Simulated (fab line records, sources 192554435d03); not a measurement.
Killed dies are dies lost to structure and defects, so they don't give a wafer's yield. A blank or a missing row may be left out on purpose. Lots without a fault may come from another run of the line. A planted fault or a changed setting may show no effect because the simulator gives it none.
Problem report in the 8D (eight disciplines) form, filled by code | flow n5_finfet | the parts of the form that need people (team, actions taken, sign-off) are left out

1. THE PROBLEM
etch_rf_on_time_s at N5_BEOL_M3_ETCH_77 reads a mean of 9.82 s on 2 wafers of 1 lot; wafers without a fault read 5.25 s with a standard deviation of 0.15. That is +30 standard deviations from the usual mean.
The step: etches underlayer in N2/H2, target depth 6.5 nm, time 5.2 s.
First seen on wafer L823.4, day 11 07:17, on rie_diel-05. The record holds 28 wafers of 10 lots with a number at this step. Rule for "out", or "out of limits": more than 4 standard deviations from the usual mean. The other wafers with a number count as sound.

2. WHAT IT IS AND WHAT IT IS NOT
question                    | is                | is not
which readings at this step | etch_rf_on_time_s | drypump_motor_current_A, rf_vpp_V, showerhead_plenum_p_Torr, throttle_valve_pct
which lots                  | L823              | L807, L810, L814, L815, L816, L821, L822, L828, L829
which wafers of those lots  | L823.4, L823.6    | L823.1
read on which tools         | rie_diel-05       | rie_diel-02, rie_diel-04
when                        | from day 11 07:17 | up to then (21 sound wafers); but 5 sound wafers of L828, L829 came after

3. SUSPECTS, AND WHAT RULES EACH OUT
Counting: a tool at a process step up to the reading stays a suspect if it ran every lot that is out. Sound lots after the first of them don't rule it out here, since some wafers of a struck lot are sound.
- pvd_sputter-01 at N5_BEOL_M3_HM_DEP_02 (deposits TiN, target thk 20 nm): kept. It ran the lot that is out, L823 (day 11 05:39); its last sound lot up to then is L816 (day 9 07:12).
- rie_diel-05 at N5_BEOL_M3_ETCH_77 (etches underlayer in N2/H2, target depth 6.5 nm, time 5.2 s): kept. It ran the lot that is out, L823 (day 11 07:17); its last sound lot up to then is L815 (day 9 03:35). Its own readings are out on those wafers: etch_rf_on_time_s.
- Within rie_diel-05 at N5_BEOL_M3_ETCH_77: the wafers that are out ran in chamber 0; their sound lot-mates ran in chamber 2.
Left after counting: pvd_sputter-01 at N5_BEOL_M3_HM_DEP_02, rie_diel-05 at N5_BEOL_M3_ETCH_77.

4. THE CAUSE (what the simulator had put in)
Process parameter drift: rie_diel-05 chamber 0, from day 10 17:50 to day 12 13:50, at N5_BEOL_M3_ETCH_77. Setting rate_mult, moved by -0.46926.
Counting left 2 suspects, and this tool is among them.

5. THE CHAIN OF EFFECTS, in route order
Each row: a reading whose mean over the struck wafers that have a number lies more than 3 standard deviations from the usual. Only readings for which the record gives a usual standard deviation are gone through. hours: the time from each lot's start at the first step in this table that gives one to its start at this step, as a median over the lots. sigmas: the change in usual standard deviations.
hours | step               | reading           | usual  | on struck wafers | change | sigmas
0     | N5_BEOL_M3_ETCH_77 | etch_rf_on_time_s | 5.25 s | 9.82             | +4.57  | +30
The process steps in it:
- N5_BEOL_M3_ETCH_77: etches underlayer in N2/H2, target depth 6.5 nm, time 5.2 s.
Later measuring or inspecting steps at which every struck wafer that the step has a row for has a number for every such reading, and none has moved that far: N5_BEOL_M4_RC_MEAS_101.

6. WHAT WOULD HAVE CAUGHT IT SOONER
In this record the first reading out of limits was taken at day 11 07:17, 13 hours after the fault began at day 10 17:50.
